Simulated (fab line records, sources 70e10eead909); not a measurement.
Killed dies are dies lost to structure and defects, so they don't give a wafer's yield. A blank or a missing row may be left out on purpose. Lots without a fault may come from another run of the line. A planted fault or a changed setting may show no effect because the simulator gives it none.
Which tool did it? | flow nand_harc | 6 lots, 18 wafers sampled, at 3 steps of a route of 1302

WHAT THE GAUGES READ, wafer by wafer
NHARC_P_GATE_INSPECT_68.
lot  | measured     | on                | raw_defect_count
L535 | day 6 10:38  | defect_inspect-02 | 179 120 143
L539 | day 8 07:40  | defect_inspect-02 | 152 231 178
L542 | day 9 13:53  | defect_inspect-02 | 245 246 134
L547 | day 12 02:46 | defect_inspect-01 | 208 154 219
L549 | day 12 12:55 | defect_inspect-01 | 234 137 98
L556 | day 15 19:04 | defect_inspect-01 | 125 185 160

WHICH TOOL RAN EACH LOT (tool, then ch and the chambers of the sampled wafers, then the start)
lot  | NHARC_P_GATE_STRIP_106             | NHARC_P_GATE_DESCUM_48
L535 | rie_diel-07 ch 0,3, day 5 16:00    | rie_diel-02 ch 0,1,2, day 6 04:08
L539 | rie_diel-07 ch 1,2,3, day 7 11:00  | rie_diel-02 ch 0,1,3, day 8 01:25
L542 | rie_diel-01 ch 0,1,3, day 8 19:00  | rie_diel-01 ch 2,3, day 9 07:22
L547 | rie_diel-07 ch 0,2,3, day 11 02:00 | rie_diel-07 ch 0,1,3, day 11 20:25
L549 | rie_diel-01 ch 0,1,3, day 11 18:00 | rie_diel-07 ch 0,3, day 12 06:34
L556 | rie_diel-01 ch 0,2, day 14 14:00   | rie_diel-07 ch 1,2,3, day 15 02:31
- NHARC_P_GATE_STRIP_106: strips in O2/COS.
- NHARC_P_GATE_DESCUM_48: chemistry O2, time 3 s.

THE ANSWER, worked out from the rows above alone
Rule: what is usual is taken from the lots themselves. Put in order of their means at a reading, lots are off if they are a third of the lots or fewer, leave a main group of 4 or more, and stand apart from it by a gap of 3 or more times the standard deviation of the main group's means; of several such gaps the widest counts. A main group whose means are all the same, to the digits that the tables above print for the reading, isn't used. A lot without any number at a reading at which 4 lots or more have one is off too. The other lots that the step has rows for count as sound.
No lot is off at any reading shown: from this, nothing can be told.

WHAT THE SIMULATOR HAD PUT IN
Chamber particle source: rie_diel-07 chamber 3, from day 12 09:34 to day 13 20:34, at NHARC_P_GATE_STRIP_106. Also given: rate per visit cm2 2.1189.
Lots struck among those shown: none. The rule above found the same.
